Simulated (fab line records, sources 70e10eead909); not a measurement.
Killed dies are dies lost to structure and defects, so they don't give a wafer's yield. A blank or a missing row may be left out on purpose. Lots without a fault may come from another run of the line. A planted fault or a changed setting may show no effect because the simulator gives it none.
A sampling plan put to the test | flow nand_harc | one fab line, 21 faults that these records tell of, each judged on the records of the lots that it struck; 1 more is left out, because the records don't allow judging it
The plan is the line's own looks: the steps of the route at which a gauge or an inspection reads the wafer and doesn't change it. A look can be judged if struck wafers have a number there and the file gives its usual mean and standard deviation on fault-free wafers. Caught: at a look after the fault's first step, the mean of the struck wafers lies 4 or more of those standard deviations (sigma) from the usual mean. On the tool: the same test on the tool's own readings at the fault's steps. Another recipe on the struck wafers, or a record that is blank for them alone, also counts as caught.

THE FAULTS, as the simulator had put them in
1. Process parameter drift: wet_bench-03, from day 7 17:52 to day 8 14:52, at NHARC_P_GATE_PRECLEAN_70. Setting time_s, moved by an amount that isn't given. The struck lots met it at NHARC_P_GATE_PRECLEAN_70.
2. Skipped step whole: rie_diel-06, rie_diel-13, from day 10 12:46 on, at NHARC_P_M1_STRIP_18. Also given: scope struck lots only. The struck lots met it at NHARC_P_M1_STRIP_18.
3. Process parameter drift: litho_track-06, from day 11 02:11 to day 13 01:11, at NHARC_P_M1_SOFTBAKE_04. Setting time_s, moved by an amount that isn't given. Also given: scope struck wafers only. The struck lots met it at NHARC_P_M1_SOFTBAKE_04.
4. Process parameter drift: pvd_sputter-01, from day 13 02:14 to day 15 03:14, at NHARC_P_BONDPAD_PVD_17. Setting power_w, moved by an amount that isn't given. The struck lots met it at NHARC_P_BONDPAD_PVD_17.
5. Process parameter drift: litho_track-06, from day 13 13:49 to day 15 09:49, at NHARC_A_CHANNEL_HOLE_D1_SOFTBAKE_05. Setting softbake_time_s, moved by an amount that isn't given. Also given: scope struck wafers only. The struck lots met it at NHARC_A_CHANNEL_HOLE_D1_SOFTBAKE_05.
6. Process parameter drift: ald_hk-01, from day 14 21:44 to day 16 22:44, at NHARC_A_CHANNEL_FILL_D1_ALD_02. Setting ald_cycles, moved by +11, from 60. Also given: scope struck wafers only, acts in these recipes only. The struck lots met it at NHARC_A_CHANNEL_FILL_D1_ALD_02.
7. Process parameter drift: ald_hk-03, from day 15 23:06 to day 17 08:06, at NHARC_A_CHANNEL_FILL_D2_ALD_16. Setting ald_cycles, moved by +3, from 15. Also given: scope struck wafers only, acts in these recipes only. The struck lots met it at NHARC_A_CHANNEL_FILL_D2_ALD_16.
8. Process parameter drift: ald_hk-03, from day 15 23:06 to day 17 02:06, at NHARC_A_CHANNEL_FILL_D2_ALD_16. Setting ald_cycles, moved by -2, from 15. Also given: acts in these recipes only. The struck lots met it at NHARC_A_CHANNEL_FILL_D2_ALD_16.
9. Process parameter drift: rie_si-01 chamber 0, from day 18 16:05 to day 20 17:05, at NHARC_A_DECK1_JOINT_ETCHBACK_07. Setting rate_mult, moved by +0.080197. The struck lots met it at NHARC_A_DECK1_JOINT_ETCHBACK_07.
10. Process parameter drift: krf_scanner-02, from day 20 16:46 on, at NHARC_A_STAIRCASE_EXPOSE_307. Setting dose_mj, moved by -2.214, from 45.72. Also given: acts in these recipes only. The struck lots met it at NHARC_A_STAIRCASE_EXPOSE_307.
11. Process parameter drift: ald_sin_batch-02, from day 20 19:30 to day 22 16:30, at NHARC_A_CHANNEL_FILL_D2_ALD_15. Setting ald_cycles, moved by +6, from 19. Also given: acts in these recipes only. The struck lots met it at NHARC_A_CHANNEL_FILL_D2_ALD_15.
12. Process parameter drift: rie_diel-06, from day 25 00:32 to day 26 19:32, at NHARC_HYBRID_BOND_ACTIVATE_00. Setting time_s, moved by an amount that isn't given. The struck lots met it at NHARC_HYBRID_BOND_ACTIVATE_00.
13. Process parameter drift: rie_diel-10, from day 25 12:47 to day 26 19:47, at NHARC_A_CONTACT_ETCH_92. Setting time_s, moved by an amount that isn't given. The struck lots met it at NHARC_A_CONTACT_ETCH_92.
14. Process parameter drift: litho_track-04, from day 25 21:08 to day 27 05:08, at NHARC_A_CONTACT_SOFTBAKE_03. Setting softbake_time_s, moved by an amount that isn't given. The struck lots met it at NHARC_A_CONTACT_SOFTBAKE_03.
15. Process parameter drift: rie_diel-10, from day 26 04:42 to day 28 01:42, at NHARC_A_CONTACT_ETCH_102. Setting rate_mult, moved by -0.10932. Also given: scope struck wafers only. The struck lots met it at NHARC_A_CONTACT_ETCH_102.
16. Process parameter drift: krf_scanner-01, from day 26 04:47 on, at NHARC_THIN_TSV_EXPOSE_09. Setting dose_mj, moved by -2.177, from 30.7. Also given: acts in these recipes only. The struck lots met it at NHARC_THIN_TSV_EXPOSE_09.
17. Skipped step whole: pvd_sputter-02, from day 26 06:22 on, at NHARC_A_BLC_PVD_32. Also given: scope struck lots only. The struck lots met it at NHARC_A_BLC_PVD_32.
18. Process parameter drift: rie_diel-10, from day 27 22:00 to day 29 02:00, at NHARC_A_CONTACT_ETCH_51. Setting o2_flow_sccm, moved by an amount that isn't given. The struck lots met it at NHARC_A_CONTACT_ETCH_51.
19. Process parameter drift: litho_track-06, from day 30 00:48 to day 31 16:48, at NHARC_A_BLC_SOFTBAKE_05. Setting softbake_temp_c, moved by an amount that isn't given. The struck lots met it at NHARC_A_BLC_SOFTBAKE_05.
20. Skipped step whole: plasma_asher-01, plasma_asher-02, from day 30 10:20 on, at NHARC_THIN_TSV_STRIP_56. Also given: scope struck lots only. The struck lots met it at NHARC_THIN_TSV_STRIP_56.
21. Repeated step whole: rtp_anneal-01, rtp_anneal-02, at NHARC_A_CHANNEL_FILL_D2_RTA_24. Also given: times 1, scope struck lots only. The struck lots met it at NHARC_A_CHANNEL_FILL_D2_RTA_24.

WHAT THE PLAN SAW
fault | on the tool itself                               | first look that catches it                      | reading, sigma                                            | median hours from its first step to that look | hours from the fault's start to the first struck lot there | judged looks passed uncaught
1     | no reading that can be judged                    | no look after it can be judged                  | -                                                         | -                                             | -                                                          | 0
2     | the tool's record is blank for the struck wafers | NHARC_END_SORT_01                               | killed_at_periphery +99 or beyond                         | 440.5                                         | 459                                                        | 0
3     | heater_power_total_W +99 or beyond sigma         | not the one look that can be judged after it    | -                                                         | -                                             | -                                                          | 1
4     | cathode_dc_power_W -99 or beyond sigma           | none of the 2 looks that can be judged after it | -                                                         | -                                             | -                                                          | 2
5     | heater_power_total_W +99 or beyond sigma         | none of the 2 looks that can be judged after it | strongest: killed_at_other at NHARC_END_SORT_01, +2.5     | -                                             | -                                                          | 2
6     | under 2 sigma                                    | not the one look that can be judged after it    | -                                                         | -                                             | -                                                          | 1
7     | under 2 sigma                                    | no look after it can be judged                  | -                                                         | -                                             | -                                                          | 0
8     | under 2 sigma                                    | no look after it can be judged                  | -                                                         | -                                             | -                                                          | 0
9     | oes_product_au +5.4 sigma                        | no look after it can be judged                  | -                                                         | -                                             | -                                                          | 0
10    | exposure_dose_mJ_cm2 -33 sigma                   | no look after it can be judged                  | -                                                         | -                                             | -                                                          | 0
11    | under 2 sigma                                    | no look after it can be judged                  | -                                                         | -                                             | -                                                          | 0
12    | run_length_s +16 sigma                           | no look after it can be judged                  | -                                                         | -                                             | -                                                          | 0
13    | run_length_s -81 sigma                           | not the one look that can be judged after it    | -                                                         | -                                             | -                                                          | 1
14    | heater_power_total_W +99 or beyond sigma         | not the one look that can be judged after it    | -                                                         | -                                             | -                                                          | 1
15    | oes_product_au -6.4 sigma                        | NHARC_END_SORT_01                               | killed_dies +28                                           | 74.2                                          | 85                                                         | 0
16    | exposure_dose_mJ_cm2 -10 sigma                   | not the one look that can be judged after it    | -                                                         | -                                             | -                                                          | 1
17    | the tool's record is blank for the struck wafers | NHARC_END_SORT_01                               | killed_dies +11                                           | 43.8                                          | 54                                                         | 0
18    | throttle_valve_pct -99 or beyond sigma           | no look after it can be judged                  | -                                                         | -                                             | -                                                          | 0
19    | heater_power_total_W +10 sigma                   | no look after it can be judged                  | -                                                         | -                                             | -                                                          | 0
20    | the tool's record is blank for the struck wafers | none of the 2 looks that can be judged after it | strongest: killed_at_periphery at NHARC_END_SORT_01, +2.3 | -                                             | -                                                          | 2
21    | under 2 sigma                                    | no look after it can be judged                  | -                                                         | -                                             | -                                                          | 0
A dash: the fault isn't caught, or these records don't give the number.

Caught at a look: 3 of 21. Caught on the tool: 15 of 21. By one or the other: 15 of 21.
Caught on the tool alone: faults 3, 4, 5, 9, 10, 12, 13, 14, 16, 18, 19, 20.
Caught by neither: faults 1, 6, 7, 8, 11, 21.

THINNER SAMPLING
If the look that catches a fault measured only every second or every third lot, by lot number, the first struck lot would be measured this late in the worst case:
fault | struck lots at that look, in order of time | every lot | every second lot | every third lot
2     | L746, L747                                 | 459 h     | 460 h            | may miss all 2
15    | L171                                       | 85 h      | may miss it      | may miss it
17    | L615, L616                                 | 54 h      | 54 h             | may miss all 2
Hours are from the fault's start to the first struck lot that is measured. The limit of 4 sigma was tested on all struck wafers together, so one lot alone may lie under it. Other struck lots may not be in these records.

THE LONGEST TIMED WAY FROM STEP TO LOOK
Fault 2: a median of 440.5 hours passes between NHARC_P_M1_STRIP_18 and NHARC_END_SORT_01. No look between them can be judged.
